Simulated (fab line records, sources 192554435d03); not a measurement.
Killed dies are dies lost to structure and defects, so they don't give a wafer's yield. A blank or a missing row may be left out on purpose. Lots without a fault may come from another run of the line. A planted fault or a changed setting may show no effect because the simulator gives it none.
fab line records | flow n5_finfet
record lots=11 wafers=33 last_day=19
route steps=1938 shown HKMG_FIN@451 BEOL_M15@1823 MIM_TOP@1838 PASSIVATION@1936
lots that met no fault: from a run of the same line without faults
start_h: hours from the record's first day to the start of the lot's first wafer shown | wait_h: hours since the lot's step before | " the same as in the row above | L1.1+2: a row that stands for several wafers | - no value, or no start given | * or withheld: withheld | < > ~ a bound
route shown NAME@n: a module of which the file shows steps, and the number in the route of the first | usual: mean/standard deviation of fault-free wafers | same: alike in all rows | chamber/n: place in a boat | sites: the reading at each site | _std_site: their standard deviation | _edge_site: outer sites' mean less inner sites' | radius_mm: how far each site lies from the wafer's centre | mask NAME#n: copy n | behind: the tool/chamber that last shaped the wafer | hold: why the lot was held/for how many hours/how that ended | device: the transistor (n, p or np) that didn't switch | end of line: the same wafers' tests at the end of the route | a step without rows: its recipe alone | killed: dies lost to structure and defects at the first sort, not the wafer's yield | map: a wafer's dies, x killed, . not, _ none there
set.NAME: the setting as run; set.NAME@STEP: as run at that earlier step | model.NAME: the simulator's own value behind a step, which no gauge read
steps of the route over a sample of lots; a table a step, a row a wafer
services: from which hour (start_h, from the record's first day; less than 0 if before it) a tool's chamber was out of use, for how many hours, and why
## steps
# step N5_HKMG_FIN_ETCH_67
# recipe chemistry=N2/H2 target=SOC target_depth_a=3889 stop_on=TiN ion_energy_ev=100 bias_w=61 pressure_mtorr=30 source_w=850 n2_flow_sccm=200 h2_flow_sccm=200
# usual drypump_motor_current_A=5.7/0.53 oes_product_au=0.78/0.09 rf_fwd_power_W=843/3.1 rf_vpp_V=240.9/1.4 showerhead_plenum_p_Torr=2.54/0.089 throttle_valve_pct=17.76/0.25
# columns lot.wafer tool chamber start_h wait_h drypump_motor_current_A oes_product_au rf_fwd_power_W rf_hours_counter_h rf_vpp_V showerhead_plenum_p_Torr throttle_valve_pct
L895.1 rie_diel-06 1 78.02 - 5.9 0.99 841 2 242.9 2.72 17.60
L895.3 " 0 " " 5.3 0.67 843 240 242.0 2.61 18.17
L895.5 " 1 " " 5.9 0.98 844 - 243.6 2.72 17.61
L896.1 rie_diel-06 0 88.76 - 5.3 0.67 845 244 241.6 2.61 18.15
L896.4 " 2 " " 5.3 0.71 844 - 242.5 2.60 17.85
L896.6 " 1 " " 5.9 0.95 847 - 242.7 2.72 17.61
L899.1 rie_diel-06 2 105.40 - 5.3 0.71 839 218 242.6 2.60 17.86
L899.3 " 0 " " 5.3 0.67 840 248 240.8 2.60 18.18
L899.6 " 1 " " 5.9 0.96 844 - 242.6 2.72 17.63
L900.2 rie_diel-03 2 107.92 - 5.6 0.86 844 48 238.9 2.47 17.85
L900.3 " 3 " " 5.7 0.82 843 69 239.5 2.47 17.64
L900.5 " 2 " " 5.6 0.86 846 - 239.9 2.47 17.86
L901.1 rie_diel-04 0 114.26 - 4.9 0.84 840 73 240.3 2.46 17.80
L901.3 " 2 " " 6.8 0.68 848 198 242.4 2.52 18.21
L901.4 " 3 " " 5.8 0.72 840 168 240.9 2.53 17.54
L902.1 rie_diel-04 0 117.84 - 5.0 0.83 840 74 241.1 2.46 17.81
L902.4 " 3 " " 5.8 0.71 837 169 240.5 2.53 17.56
L902.6 " 3 " " 5.8 0.72 842 - 241.2 2.53 17.54
L903.1 rie_diel-06 2 128.69 - 5.4 0.69 841 226 241.7 2.59 17.87
L903.3 " 1 " " 5.9 0.93 844 19 243.1 2.72 17.64
L903.6 " 2 " " 5.4 0.70 840 - 240.3 2.59 17.86
L904.1 rie_diel-04 3 133.30 - 5.8 0.72 845 174 241.0 2.53 17.56
L904.2 " 1 " " 5.7 0.75 848 162 239.8 2.43 17.46
L904.3 " 2 " " 6.8 0.69 848 204 241.2 2.52 18.22
L908.1 rie_diel-04 3 153.60 - 5.8 0.70 843 180 241.5 2.52 17.55
L908.4 " 0 " " 4.9 0.82 846 84 240.5 2.46 17.83
L908.5 " 3 " " 5.8 0.70 841 - 240.1 2.52 17.57
L914.1 rie_diel-04 2 192.42 - 6.8 0.67 841 219 239.7 2.51 18.25
L914.3 " 1 " " 5.7 0.74 844 180 238.3 2.43 17.47
L914.5 " 0 " " 4.9 0.81 837 - 239.9 2.45 17.85
L917.3 rie_diel-06 3 210.03 - 5.0 0.91 839 34 243.0 2.68 17.76
L917.4 " 1 " " 5.9 0.88 845 45 241.5 2.70 17.69
L917.5 " 1 " " 5.9 0.88 846 - 242.6 2.70 17.69
# step N5_BEOL_M15_ANNEAL_48
# recipe temp_c=225 time_s=90 ambient=N2
# usual wafer_temp_C_max=226.1/0.32
# columns lot.wafer tool chamber start_h wait_h wafer_temp_C_max
L895.1 rtp_anneal-02 0 296.70 0.3 225.9
L895.3 " 0 " " 225.9
L895.5 " 0 " " 226.0
L896.1 rtp_anneal-02 0 299.79 0.4 226.2
L896.4 " 0 " " 226.2
L896.6 " 0 " " 226.0
L899.1 rtp_anneal-02 0 319.02 0.2 226.7
L899.3 " 0 " " 226.1
L899.6 " 0 " " 226.1
L901.1 rtp_anneal-02 0 322.61 0.2 226.3
L901.3 " 0 " " 225.7
L901.4 " 0 " " 226.1
L900.2 rtp_anneal-01 0 327.83 0.3 225.4
L900.3 " 0 " " 226.3
L900.5 " 0 " " 226.1
L902.1 rtp_anneal-01 0 330.66 0.2 225.8
L902.4 " 0 " " 225.6
L902.6 " 0 " " 225.8
L903.1 rtp_anneal-01 0 334.03 0.8 226.1
L903.3 " 0 " " 226.0
L903.6 " 0 " " 225.7
L904.1 rtp_anneal-01 0 347.58 0.2 225.9
L904.2 " 0 " " 226.2
L904.3 " 0 " " 226.4
L908.1 rtp_anneal-02 0 367.83 0.4 226.2
L908.4 " 0 " " 226.1
L908.5 " 0 " " 226.6
L914.1 rtp_anneal-01 0 419.53 0.2 225.6
L914.3 " 0 " " 225.6
L914.5 " 0 " " 225.4
L917.3 rtp_anneal-01 0 436.24 0.4 225.8
L917.4 " 0 " " 226.2
L917.5 " 0 " " 226.1
# step N5_BEOL_M15_DEP_53
# recipe material=SiCN target_thk_a=500 temp_c=withheld precursor=3MS/NH3 pressure_torr=3 rf_w=675 time_s=17.8
# usual rf_fwd_power_W=666/3.2 showerhead_plenum_p_Torr=4.17/0.031 throttle_valve_pct=17.8/1.1
# columns lot.wafer tool chamber start_h wait_h rf_fwd_power_W showerhead_plenum_p_Torr throttle_valve_pct
L895.1 pecvd-01 2 297.35 0.0 667 4.14 17.5
L895.3 " 1 " " 668 4.20 18.4
L895.5 " 2 " " 666 4.15 17.2
L896.1 pecvd-01 0 300.46 0.0 660 4.19 17.1
L896.4 " 2 " " 668 4.15 17.3
L896.6 " 0 " " 664 4.20 17.1
L899.1 pecvd-01 2 319.67 0.0 669 4.15 17.3
L899.3 " 1 " " 667 4.20 18.0
L899.6 " 2 " " 667 4.15 17.3
L901.1 pecvd-02 2 323.26 0.0 666 4.13 18.0
L901.3 " 0 " " 666 4.12 17.0
L901.4 " 1 " " 659 4.17 18.4
L900.2 pecvd-01 0 328.46 0.0 663 4.21 17.4
L900.3 " 1 " " 669 4.18 18.4
L900.5 " 2 " " 664 4.15 17.4
L902.1 pecvd-02 0 331.34 0.0 663 4.12 17.4
L902.4 " 0 " " 664 4.12 17.1
L902.6 " 0 " " 664 4.12 17.1
L903.1 pecvd-02 2 334.70 0.0 669 4.12 18.0
L903.3 " 2 " " 669 4.12 17.8
L903.6 " 0 " " 665 4.11 17.1
L904.1 pecvd-02 0 348.25 0.0 663 4.12 16.9
L904.2 " 2 " " 662 4.12 18.0
L904.3 " 0 " " 665 4.13 17.2
L908.1 pecvd-01 2 368.49 0.0 663 4.15 17.5
L908.4 " 0 " " 663 4.20 17.1
L908.5 " 2 " " 666 4.15 17.5
L914.1 pecvd-03 2 420.18 0.0 666 4.19 16.6
L914.3 " 0 " " 673 4.14 21.6
L914.5 " 1 " " 669 4.20 17.0
L917.3 pecvd-02 1 436.82 0.0 661 4.17 18.5
L917.4 " 0 " " 666 4.12 17.5
L917.5 " 2 " " 668 4.12 18.2
# step N5_MIM_TOP_SPUTTER_03
# recipe material=TiN target_thk_a=350 temp_c=200 power_w=3000 chamber_pressure_pa=0.49996 gas=Ar reactive_partial_pa=0.37997 time_s=89.7
# usual chamber_pressure_pa=0.4998/0.00099 throttle_valve_pct=30.2/1.2
# columns lot.wafer tool chamber start_h wait_h chamber_pressure_pa throttle_valve_pct
L895.1 pvd_sputter-01 - 299.66 0.0 0.4996 31.3
L895.3 " - " " 0.5003 30.6
L895.5 " - " " 0.4998 30.6
L896.1 pvd_sputter-03 - 303.60 0.0 0.5003 30.3
L896.4 " - " " 0.5009 30.2
L896.6 " - " " 0.5007 28.2
L899.1 pvd_sputter-01 - 322.78 0.0 0.4988 31.5
L899.3 " - " " 0.5002 31.5
L899.6 " - " " 0.4997 31.5
L901.1 pvd_sputter-01 - 327.00 0.0 0.4990 31.4
L901.3 " - " " 0.5000 31.7
L901.4 " - " " 0.5020 31.6
L900.2 pvd_sputter-02 - 332.36 0.0 0.4983 28.4
L900.3 " - " " 0.5015 28.9
L900.5 " - " " 0.5004 29.7
L902.1 pvd_sputter-01 - 333.42 0.0 0.5011 31.8
L902.4 " - " " 0.4997 31.5
L902.6 " - " " 0.4970 31.4
L903.1 pvd_sputter-01 - 337.68 0.0 0.4997 31.5
L903.3 " - " " 0.5000 31.4
L903.6 " - " " 0.5009 31.4
L904.1 pvd_sputter-01 - 352.37 0.0 0.5024 30.8
L904.2 " - " " 0.4993 31.7
L904.3 " - " " 0.4990 31.5
L908.1 pvd_sputter-02 - 371.94 0.0 0.5000 28.2
L908.4 " - " " 0.5000 29.6
L908.5 " - " " 0.5003 28.6
L914.1 pvd_sputter-03 - 423.61 0.0 0.5012 29.8
L914.3 " - " " 0.5009 30.3
L914.5 " - " " 0.5015 30.2
L917.3 pvd_sputter-02 - 441.97 0.0 0.5009 29.7
L917.4 " - " " 0.4984 30.4
L917.5 " - " " 0.5000 29.7
# step N5_PASSIVATION_PROBE_49
# usual defect_limited_yield=91.2/1.4 killed_at_M0_to_M3=34/9.4 killed_at_M4_up=14/5.6 killed_at_contacts=13/7.8 killed_at_front_end=37/10 killed_at_other=4/3.3 killed_dies=103/17 killed_on_rim=14/3.5 killed_open=68/13 killed_short=33/8.2 sort_bin_5_function=5.1/0.92 sort_bin_6_memory=3.3/0.71 sort_bin_8_speed=0.01/0.043 sort_n_pass=1077/17 sort_yield_pct=91.2/1.4
# same gross_dies=1180 killed_at_back_side=0 sort_bin_4_leakage[%]=0
# columns lot.wafer tool chamber start_h wait_h defect_limited_yield[%] killed_at_M0_to_M3 killed_at_M4_up killed_at_contacts killed_at_front_end killed_at_other killed_dies killed_on_rim killed_open killed_short sort_bin_5_function[%] sort_bin_6_memory[%] sort_bin_8_speed[%] sort_n_pass sort_yield_pct[%]
L904.1 prober-01 - 362.77 0.0 93.5 37 9 8 21 2 77 11 57 20 4.2 2.4 0 1103 93.5
L904.2 prober-01 - 362.82 0.1 91.0 38 13 23 27 5 106 11 69 33 5.7 2.8 0 1074 91.0
L904.3 prober-01 - 362.87 0.1 90.7 30 13 19 40 8 110 11 68 41 5.0 3.9 0 1070 90.7
L914.1 prober-02 - 434.80 0.0 91.9 29 15 11 33 7 95 10 66 28 4.7 3.2 0 1085 91.9
L914.3 prober-02 - 434.90 0.1 83.6 43 18 10 117 5 193 34 72 35 8.8 4.5 0.34 983 83.3
L914.5 prober-02 - 435.00 0.2 91.6 51 15 6 24 3 99 13 71 23 5.8 2.4 0.08 1081 91.6
# killed by level:class
L904.1 BEOL_M0:geometric_particle:open=8 BEOL_M1:geometric_particle:open=8 BEOL_M2:geometric_particle:open=7 FIN_SAQP:geometric_particle:open=6 MOL_CONTACT_COAG:geometric_particle:open=6 FIN_SAQP:geometric_particle:short=5 BEOL_M0_SAQP:geometric_particle:open=5 BEOL_M6:geometric_particle:open=4
L904.2 MOL_CONTACT_COAG:geometric_particle:open=15 BEOL_M2:geometric_particle:open=11 MOL_CONTACT_COAG:geometric_particle:short=8 BEOL_M0_SAQP:geometric_particle:open=8 BEOL_M0_SAQP:geometric_particle:short=8 FIN_SAQP:geometric_particle:short=6 BEOL_M0:geometric_particle:open=6 BEOL_M4:geometric_particle:open=6
L904.3 MOL_CONTACT_COAG:geometric_particle:open=13 FIN_SAQP:geometric_particle:short=11 BEOL_M2:geometric_particle:open=9 BEOL_M1:geometric_particle:open=7 BEOL_M4:geometric_particle:open=7 STI_FIN_REVEAL:geometric_particle:open=6 MOL_CONTACT_COAG:geometric_particle:short=6 STI_FIN_REVEAL:geometric_particle:short=5
L914.1 MOL_CONTACT_COAG:geometric_particle:open=9 BEOL_M3:geometric_particle:open=9 BEOL_M1:geometric_particle:open=8 BEOL_M4:geometric_particle:open=8 FIN_SAQP:geometric_particle:open=7 FIN_SAQP:geometric_particle:short=6 MIM_TOP_ETCH:geometric_particle:open=5 GATE_CUT:geometric_particle:short=4
L914.3 HKMG_FIN:unspecified=79 BEOL_M3:geometric_particle:open=11 BEOL_M4:geometric_particle:open=11 MOL_CONTACT_COAG:geometric_particle:open=10 FIN_SAQP:geometric_particle:short=8 FIN_SAQP:geometric_particle:open=8 BEOL_M0_SAQP:geometric_particle:open=8 HKMG_FIN:area_etch=6
L914.5 BEOL_M1:geometric_particle:open=14 BEOL_M3:geometric_particle:open=14 BEOL_M2:geometric_particle:open=12 BEOL_M4:geometric_particle:open=7 FIN_SAQP:geometric_particle:open=6 MOL_CONTACT_COAG:geometric_particle:open=6 BEOL_M3:geometric_particle:short=5 FIN_SAQP:geometric_particle:short=3
## services
# columns tool chamber start_h hours kind
pvd_sputter-02 - 59.04 0.8 repair
pvd_sputter-02 - 63.87 10.2 repair
pecvd-01 0 72.94 5.8 repair
rie_diel-06 - 74.08 0.7 repair
pvd_sputter-02 - 86.68 1.2 repair
pecvd-02 - 108.77 0.9 repair
pvd_sputter-02 - 139.65 3.9 repair
rie_diel-04 2 142.43 9.2 repair
pecvd-01 - 142.64 2.8 pm
pecvd-01 0 152.59 28.6 repair
rie_diel-04 3 166.11 2.1 repair
pvd_sputter-02 - 183.42 2.3 repair
pecvd-01 - 188.11 1.8 repair
pecvd-02 0 192.78 19.7 repair
rie_diel-06 - 202.66 1.0 repair
pecvd-01 0 206.51 20.5 repair
pecvd-02 1 324.87 29.1 repair
rie_diel-06 0 335.30 4.4 repair
pecvd-01 0 340.13 6.7 repair
rie_diel-04 2 358.26 6.6 repair
pecvd-01 0 369.92 5.3 repair
rie_diel-06 2 379.85 11.7 repair
rie_diel-06 0 386.76 22.5 repair
rie_diel-06 - 396.50 0.7 repair
## key
first_sign step=N5_PASSIVATION_PROBE_49 reading=killed_at_front_end direction=up sigmas=7.6 usual=37 struck=117
effect step=N5_PASSIVATION_PROBE_49 reading=killed_dies direction=up sigmas=5.3 usual=103 struck=193
more_kills_born_at N5_HKMG_FIN_ETCH_67@rie_diel-04=79
met_at N5_HKMG_FIN_ETCH_67
struck_lots L914
struck_wafers L914.3
not_acting_at N5_BEOL_M15_ANNEAL_48,N5_BEOL_M15_DEP_53,N5_MIM_TOP_SPUTTER_03
onset_between 133.30 192.42
fault kind=chamber_particle_source tool=rie_diel-04 chamber=1 onset_h=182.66 steps=N5_HKMG_FIN_ETCH_67 rate_per_visit_cm2=1.6684 end_h=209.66
